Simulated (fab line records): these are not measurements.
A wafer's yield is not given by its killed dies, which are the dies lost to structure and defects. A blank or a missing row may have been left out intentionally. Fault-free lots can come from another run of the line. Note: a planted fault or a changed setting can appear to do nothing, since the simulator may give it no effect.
Chamber matching :: flow n5 finfet :: 4 sister chambers for N5_BEOL_M8_STRIP_19 on rie diel-03
The step strips in O2. 8 wafers are shown with their chamber, then 11 later ones without.

== WAFERS WITH THEIR CHAMBER ==
wafer: L086.5
chamber: 2
drypump motor current A (A): 5.5
throttle valve pct (%): 17.13

wafer: L088.1
chamber: 2
drypump motor current A (A): 5.5
throttle valve pct (%): 17.15

wafer: L088.2
chamber: 0
drypump motor current A (A): 5.1
throttle valve pct (%): 16.52

wafer: L088.6
chamber: 3
drypump motor current A (A): 5.9
throttle valve pct (%): 16.93

wafer: L090.1
chamber: 0
drypump motor current A (A): 5.1
throttle valve pct (%): 16.53

wafer: L090.2
chamber: 3
drypump motor current A (A): 5.9
throttle valve pct (%): 16.93

wafer: L090.3
chamber: 1
drypump motor current A (A): 6.4
throttle valve pct (%): 16.32

wafer: L091.1
chamber: 1
drypump motor current A (A): 6.3
throttle valve pct (%): 16.33

== WAFERS WITHOUT THEIR CHAMBER ==
wafer: L091.4
drypump motor current A (A): 5.9
throttle valve pct (%): 16.93

wafer: L091.6
drypump motor current A (A): 6.3
throttle valve pct (%): 16.32

wafer: L094.1
drypump motor current A (A): 6.4
throttle valve pct (%): 16.34

wafer: L094.4
drypump motor current A (A): 6.4
throttle valve pct (%): 16.34

wafer: L094.6
drypump motor current A (A): 5.9
throttle valve pct (%): 16.94

wafer: L095.2
drypump motor current A (A): 6.4
throttle valve pct (%): 16.33

wafer: L095.3
drypump motor current A (A): 5.9
throttle valve pct (%): 16.97

wafer: L095.6
drypump motor current A (A): 5.9
throttle valve pct (%): 16.97

wafer: L097.1
drypump motor current A (A): 6.3
throttle valve pct (%): 16.33

wafer: L097.4
drypump motor current A (A): 5.5
throttle valve pct (%): 17.17

wafer: L097.6
drypump motor current A (A): 6.3
throttle valve pct (%): 16.36

== EACH ONE'S CHAMBER ==
wafer: L091.4
from the rows above: 3
in truth: 3

wafer: L091.6
from the rows above: 1
in truth: 1

wafer: L094.1
from the rows above: 1
in truth: 1

wafer: L094.4
from the rows above: 1
in truth: 1

wafer: L094.6
from the rows above: 3
in truth: 3

wafer: L095.2
from the rows above: 1
in truth: 1

wafer: L095.3
from the rows above: 3
in truth: 3

wafer: L095.6
from the rows above: 3
in truth: 3

wafer: L097.1
from the rows above: 1
in truth: 1

wafer: L097.4
from the rows above: 2
in truth: 2

wafer: L097.6
from the rows above: 1
in truth: 1
11 of 11 placed correctly. Number that these rows cannot place: 0. Number placed wrongly: 0.
How it was worked out, from the rows above alone: a wafer's distance from a chamber is the root of the sum, over the readings, of the square of ((its reading less the chamber's mean) divided by the reading's scatter). The wafer belongs to the nearest chamber; if the next one is less than 2 further off, it can't be placed. For every chamber, the mean is computed from those of its wafers that are shown. The scatter: take each reading less its chamber's mean, square it, sum over the shown wafers, divide by the number of wafers less the number of chambers, and take the root.
